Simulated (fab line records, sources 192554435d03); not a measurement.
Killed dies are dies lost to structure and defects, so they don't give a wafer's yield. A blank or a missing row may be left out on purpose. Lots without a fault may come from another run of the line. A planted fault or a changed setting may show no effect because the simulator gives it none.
Chamber matching | flow n5_finfet | N5_BEOL_M7_DESCUM_33 on rie_diel-03: 4 sister chambers
The step chemistry O2, time 7 s. 20 wafers are shown with their chamber, then 10 later ones without.

WAFERS WITH THEIR CHAMBER
wafer  | chamber | drypump_motor_current_A (A) | throttle_valve_pct (%) | showerhead_plenum_p_Torr (Torr)
L076.4 | 0       | 5.3                         | 20.43                  | 2.16
L076.5 | 2       | 4.8                         | 19.90                  | 2.06
L076.6 | 3       | 5.1                         | 20.30                  | 2.11
L080.1 | 2       | 4.8                         | 19.91                  | 2.05
L080.3 | 0       | 5.3                         | 20.45                  | 2.16
L080.4 | 1       | 5.2                         | 20.42                  | 2.15
L081.2 | 2       | 4.8                         | 19.91                  | 2.05
L081.4 | 2       | 4.8                         | 19.91                  | 2.05
L081.6 | 0       | 5.3                         | 20.46                  | 2.16
L088.1 | 3       | 5.1                         | 20.31                  | 2.10
L088.2 | 2       | 4.8                         | 19.92                  | 2.05
L088.3 | 0       | 5.3                         | 20.50                  | 2.15
L087.3 | 2       | 4.8                         | 19.92                  | 2.05
L087.5 | 2       | 4.8                         | 19.93                  | 2.05
L087.6 | 1       | 5.2                         | 20.41                  | 2.15
L090.1 | 2       | 4.8                         | 19.95                  | 2.05
L090.2 | 3       | 5.1                         | 20.34                  | 2.10
L090.5 | 0       | 5.3                         | 20.49                  | 2.15
L091.3 | 0       | 5.4                         | 20.50                  | 2.15
L091.4 | 2       | 4.8                         | 19.94                  | 2.05

SIGNATURES (means of the wafers above)
reading                  | chamber 0 | chamber 1 | chamber 2 | chamber 3 | scatter within a chamber
drypump_motor_current_A  | 5.317     | 5.200     | 4.800     | 5.100     | 0.0228
throttle_valve_pct       | 20.4717   | 20.4150   | 19.9211   | 20.3167   | 0.0213
showerhead_plenum_p_Torr | 2.1550    | 2.1500    | 2.0511    | 2.1033    | 0.00437
Rule: a wafer's distance from a chamber is the root of the sum, over the readings, of the square of ((its reading less the chamber's mean) divided by the reading's scatter). The wafer belongs to the nearest chamber; if the next one is less than 2 further off, it can't be placed. The scatter: the root of (the sum of the squares of (reading less its chamber's mean) over the shown wafers, divided by (wafers less chambers)).

WAFERS WITHOUT THEIR CHAMBER
wafer  | drypump_motor_current_A (A) | throttle_valve_pct (%) | showerhead_plenum_p_Torr (Torr)
L091.6 | 4.8                         | 19.94                  | 2.05
L093.1 | 5.1                         | 20.32                  | 2.10
L093.4 | 4.8                         | 19.95                  | 2.05
L093.6 | 5.1                         | 20.44                  | 2.14
L097.3 | 5.1                         | 20.32                  | 2.10
L097.4 | 5.3                         | 20.51                  | 2.15
L097.6 | 5.2                         | 20.45                  | 2.14
L096.1 | 5.2                         | 20.45                  | 2.14
L096.3 | 5.1                         | 20.34                  | 2.09
L096.5 | 5.1                         | 20.33                  | 2.09

WHICH CHAMBER EACH WENT THROUGH
wafer  | from the rows above | in truth
L091.6 | 2                   | 2
L093.1 | 3                   | 3
L093.4 | 2                   | 2
L093.6 | 1                   | 1
L097.3 | 3                   | 3
L097.4 | 0                   | 0
L097.6 | 1                   | 1
L096.1 | 1                   | 1
L096.3 | 3                   | 3
L096.5 | 3                   | 3
Placed correctly: 10 of 10. Can't be placed from these rows: 0. Placed wrongly: 0.
